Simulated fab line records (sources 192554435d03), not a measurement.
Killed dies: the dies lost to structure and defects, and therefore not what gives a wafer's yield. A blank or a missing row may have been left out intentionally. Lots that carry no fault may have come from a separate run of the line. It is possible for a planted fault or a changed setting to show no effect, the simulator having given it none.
The tool behind it: which one? | flow n5 finfet | 10 lots, 28 wafers sampled, at 7 steps of a route of 1938

WHAT THE GAUGES READ, wafer by wafer
N5_BEOL_M0_RS_MEAS_126: measurement is done with a four-point probe. Usual: M0_RS typically reads 0.531 ohm/sq, with standard deviation 0.022.
lot  | measured     | on            | M0_RS (ohm/sq)       | flag
L966 | day 6 13:11  | film metro-02 | 0.506 0.517          |
L969 | day 7 03:34  | film metro-01 | 0.527 0.513 0.569    |
L974 | day 8 14:56  | film metro-01 | 92.907 99.777 93.074 | OFF
L975 | day 8 19:56  | film metro-02 | 86.824 91.754 97.384 | OFF
L978 | day 9 09:49  | film metro-02 | 0.531 0.530          |
L981 | day 10 02:26 | film metro-01 | 0.536 0.503 0.521    |
L982 | day 10 10:04 | film metro-01 | 0.499 0.517 0.553    |
L984 | day 11 00:27 | film metro-01 | 0.602 0.519 0.533    |
L985 | day 11 05:53 | film metro-02 | 0.535 0.520 0.507    |
L986 | day 11 22:29 | film metro-02 | 0.512 0.517 0.501    |

N5_BEOL_M4_RC_MEAS_101. Usual: DIBL_N 37.5 mV/V, standard deviation 2; DIBL_P 37.5 mV/V, standard deviation 2.5; IOFF_N 0.18 nA/um, standard deviation 0.042; IOFF_P 0.24 nA/um, standard deviation 0.046; ION_N 677 uA/um, standard deviation 15; ION_P 464 uA/um, standard deviation 9.5; SS_N 72.0 mV/dec, standard deviation 0.76; SS_P 73.6 mV/dec, standard deviation 0.79; VT_N 249 mV, standard deviation 3.5; VT_P -249 mV, standard deviation 3.2.
lot  | measured     | on        | DIBL_N (mV/V)  | DIBL_P (mV/V)  | IOFF_N (nA/um) | IOFF_P (nA/um) | ION_N (uA/um) | ION_P (uA/um) | SS_N (mV/dec)  | SS_P (mV/dec)  | VT_N (mV)   | VT_P (mV)      | flag
L966 | day 8 05:43  | prober-01 | 34.7 38.8      | 34.3 37.2      | 0.14 0.21      | 0.18 0.21      | 698 670       | 476 459       | 71.2 73.5      | 72.8 73.6      | 254 247     | -251 -253      |
L969 | day 9 03:02  | prober-01 | 34.2 36.0 36.8 | 34.4 37.9 38.0 | 0.15 0.18 0.20 | 0.18 0.24 0.23 | 682 670 687   | 471 457 464   | 72.3 72.0 72.0 | 73.2 73.3 74.3 | 253 247 247 | -254 -249 -251 |
L978 | day 11 05:20 | prober-02 | 39.6 34.4      | 38.8 33.9      | 0.26 0.14      | 0.28 0.20      | 677 685       | 460 464       | 73.7 71.8      | 73.7 72.4      | 247 250     | -246 -251      |
L981 | day 12 02:47 | prober-01 | 37.0 34.2 37.5 | 37.8 33.9 38.3 | 0.19 0.13 0.19 | 0.24 0.19 0.25 | 702 650 671   | 482 451 465   | 72.2 71.8 72.0 | 73.1 72.7 74.7 | 250 252 248 | -248 -251 -247 |
L982 | day 12 09:40 | prober-01 | 40.8 38.5 39.0 | 40.6 36.9 38.1 | 0.23 0.18 0.19 | 0.29 0.24 0.25 | 690 655 664   | 470 457 460   | 72.2 71.7 71.6 | 74.2 73.8 73.0 | 244 249 249 | -247 -247 -247 |
L984 | day 13 02:38 | prober-01 | 34.4 42.0 38.8 | 32.8 42.2 37.2 | 0.13 0.33 0.20 | 0.20 0.38 0.25 | 667 704 686   | 465 485 470   | 71.4 73.0 72.1 | 72.4 74.2 74.1 | 251 238 248 | -249 -242 -247 |
L985 | day 13 06:29 | prober-02 | 39.4 37.3 37.4 | 38.3 34.9 36.5 | 0.23 0.18 0.18 | 0.24 0.19 0.20 | 708 685 693   | 470 465 467   | 72.3 71.6 72.1 | 74.6 72.8 73.8 | 244 248 247 | -249 -250 -251 |
L986 | day 13 17:25 | prober-01 | 39.4 34.4 39.7 | 39.4 34.4 40.4 | 0.22 0.12 0.23 | 0.25 0.18 0.28 | 683 672 697   | 457 465 474   | 72.8 71.4 72.3 | 74.8 73.1 74.5 | 244 251 241 | -249 -254 -249 |

TOOL THAT RAN EACH LOT (tool first, then ch and the chambers of the sampled wafers, then the start)
lot  | N5_BEOL_M0_PRE_CLEAN_113     | N5_BEOL_M0_SPUTTER_134       | N5_BEOL_M0_ECD_118             | N5_BEOL_M0_CMP_120            | N5_BEOL_M0_PRE_CLEAN_131
L966 | pvd sputter-02, day 6 10:49  | pvd sputter-03, day 6 11:59  | ecd cu-01 ch 0, day 6 12:14    | cmp-04 ch 1,3, day 6 12:38    | cvd co-01 ch 0,1, day 6 12:56
L969 | pvd sputter-01, day 6 23:52  | pvd sputter-01, day 7 02:24  | ecd cu-01 ch 0,1, day 7 02:38  | cmp-01 ch 0,2,3, day 7 03:01  | cvd co-01 ch 0,1,2, day 7 03:21
L974 | pvd sputter-02, day 8 10:02  | pvd sputter-03, day 8 13:45  | ecd cu-01 ch 0,1, day 8 13:59  | cmp-01 ch 1,2,3, day 8 14:22  | cvd co-02 ch 0,1,2, day 8 14:42
L975 | pvd sputter-02, day 8 18:00  | pvd sputter-03, day 8 18:46  | ecd cu-01 ch 0,1, day 8 19:01  | cmp-04 ch 0,2,3, day 8 19:28  | cvd co-01 ch 0,2, day 8 19:43
L978 | pvd sputter-03, day 9 06:03  | pvd sputter-03, day 9 06:54  | ecd cu-01 ch 0,1, day 9 07:08  | cmp-04 ch 0,3, day 9 09:24    | cvd co-01 ch 1,2, day 9 09:36
L981 | pvd sputter-01, day 10 00:12 | pvd sputter-01, day 10 01:11 | ecd cu-01 ch 0,1, day 10 01:25 | cmp-01 ch 1,3, day 10 01:53   | cvd co-02 ch 0,2, day 10 02:11
L982 | pvd sputter-02, day 10 07:58 | pvd sputter-02, day 10 08:48 | ecd cu-01 ch 0,1, day 10 09:02 | cmp-03 ch 0,1,3, day 10 09:31 | cvd co-02 ch 0,1,2, day 10 09:50
L984 | pvd sputter-02, day 10 21:06 | pvd sputter-03, day 10 23:17 | ecd cu-02 ch 0,1, day 10 23:31 | cmp-01 ch 0,2,3, day 10 23:58 | cvd co-02 ch 0,1,2, day 11 00:14
L985 | pvd sputter-01, day 11 03:37 | pvd sputter-01, day 11 04:29 | ecd cu-01 ch 0,1, day 11 04:43 | cmp-03 ch 1,3, day 11 05:20   | cvd co-01 ch 0,1,2, day 11 05:40
L986 | pvd sputter-01, day 11 19:46 | pvd sputter-02, day 11 20:38 | ecd cu-02 ch 0,1, day 11 20:53 | cmp-04 ch 1,2, day 11 21:56   | cvd co-02 ch 1,2, day 11 22:16
- N5_BEOL_M0_PRE_CLEAN_113: time 30 s.
- N5_BEOL_M0_SPUTTER_134: material Cu, target thk 4 nm, time 7.37 s.
- N5_BEOL_M0_ECD_118: material Cu, target thk 300 nm.
- N5_BEOL_M0_CMP_120: polishes, stops on SiOC, t overpolish 6.9 s.
- N5_BEOL_M0_PRE_CLEAN_131: time 15 s.

WHAT THE TOOLS THEMSELVES READ (means of the sampled wafers that have a number; where no wafer has one, the mark that the record gives instead)
N5_BEOL_M0_PRE_CLEAN_113. Usual: heater power w at 331 W, with a standard deviation of 31.
lot  | tool           | heater power w (W) | flag
L966 | pvd sputter-02 | 362                |
L969 | pvd sputter-01 | 342                |
L974 | pvd sputter-02 | 352                |
L975 | pvd sputter-02 | 336                |
L978 | pvd sputter-03 | 302                |
L981 | pvd sputter-01 | 339                |
L982 | pvd sputter-02 | 329                |
L984 | pvd sputter-02 | 329                |
L985 | pvd sputter-01 | 357                |
L986 | pvd sputter-01 | 333                |

N5_BEOL_M0_SPUTTER_134. Usual: throttle valve pct at 29.8 %, with a standard deviation of 0.78.
lot  | tool           | throttle valve pct (%) | flag
L966 | pvd sputter-03 | 30.0                   |
L969 | pvd sputter-01 | 30.1                   |
L974 | pvd sputter-03 | 30.0                   |
L975 | pvd sputter-03 | 30.2                   |
L978 | pvd sputter-03 | 29.6                   |
L981 | pvd sputter-01 | 29.6                   |
L982 | pvd sputter-02 | 30.1                   |
L984 | pvd sputter-03 | 29.8                   |
L985 | pvd sputter-01 | 30.2                   |
L986 | pvd sputter-02 | 30.2                   |

N5_BEOL_M0_CMP_120. Usual: clearing platen down force psi 1.4996 psi, standard deviation 0.003; edge zone pressure frac 1.000, standard deviation 0.005; motor current A 6.2 A, standard deviation 0.7; time to endpoint s 62 s, standard deviation 4.2.
lot  | tool   | clearing platen down force psi (psi) | edge zone pressure frac | motor current A (A) | time to endpoint s (s) | flag
L966 | cmp-04 | 1.4979                               | 1.002                   | 6.3                 | 64                     |
L969 | cmp-01 | 1.5020                               | 0.999                   | 6.1                 | 60                     |
L974 | cmp-01 | 1.5013                               | 1.000                   | 5.4                 | 1                      | OFF
L975 | cmp-04 | 1.5022                               | 0.999                   | 6.2                 | 3                      | OFF
L978 | cmp-04 | 1.5019                               | 1.006                   | 6.3                 | 62                     |
L981 | cmp-01 | 1.4982                               | 1.000                   | 5.8                 | 61                     |
L982 | cmp-03 | 1.4991                               | 1.000                   | 6.9                 | 64                     |
L984 | cmp-01 | 1.4996                               | 0.996                   | 5.9                 | 61                     |
L985 | cmp-03 | 1.4983                               | 1.000                   | 6.9                 | 67                     |
L986 | cmp-04 | 1.4982                               | 0.999                   | 6.0                 | 66                     |

N5_BEOL_M0_PRE_CLEAN_131. Usual: heater power w at 88 W, with a standard deviation of 17.
lot  | tool      | heater power w (W) | flag
L966 | cvd co-01 | 89                 |
L969 | cvd co-01 | 87                 |
L974 | cvd co-02 | 90                 |
L975 | cvd co-01 | 71                 |
L978 | cvd co-01 | 99                 |
L981 | cvd co-02 | 89                 |
L982 | cvd co-02 | 91                 |
L984 | cvd co-02 | 91                 |
L985 | cvd co-01 | 86                 |
L986 | cvd co-02 | 98                 |

THE ANSWER, worked out from the rows above alone
Rule: lot off if the mean of its wafers having a number is beyond 3 standard deviations from the usual mean. A lot without any number at a reading at which 4 lots or more have one is off too. All remaining lots with rows at the step are treated as sound. The gauges are gone through in route order, then the tools' own readings, and for those a lot's mean is taken as printed above. The first step at which some lot is off is used, and at that step the reading that is off furthest; a lot without a number counts as furthest.
Off: L974, L975, seen at N5_BEOL_M0_RS_MEAS_126 (M0_RS).
A tool fits if, at a process step before that reading, it ran every lot that is off, and no sound lot after the first of them. Not tried: the gauges at N5_BEOL_M0_RS_MEAS_126; whatever is off there is also off at N5_BEOL_M0_CMP_120, on other tools, and gauge error can't account for it. Not one of the candidates tried fits.

WHAT HAD BEEN PUT IN BY THE SIMULATOR
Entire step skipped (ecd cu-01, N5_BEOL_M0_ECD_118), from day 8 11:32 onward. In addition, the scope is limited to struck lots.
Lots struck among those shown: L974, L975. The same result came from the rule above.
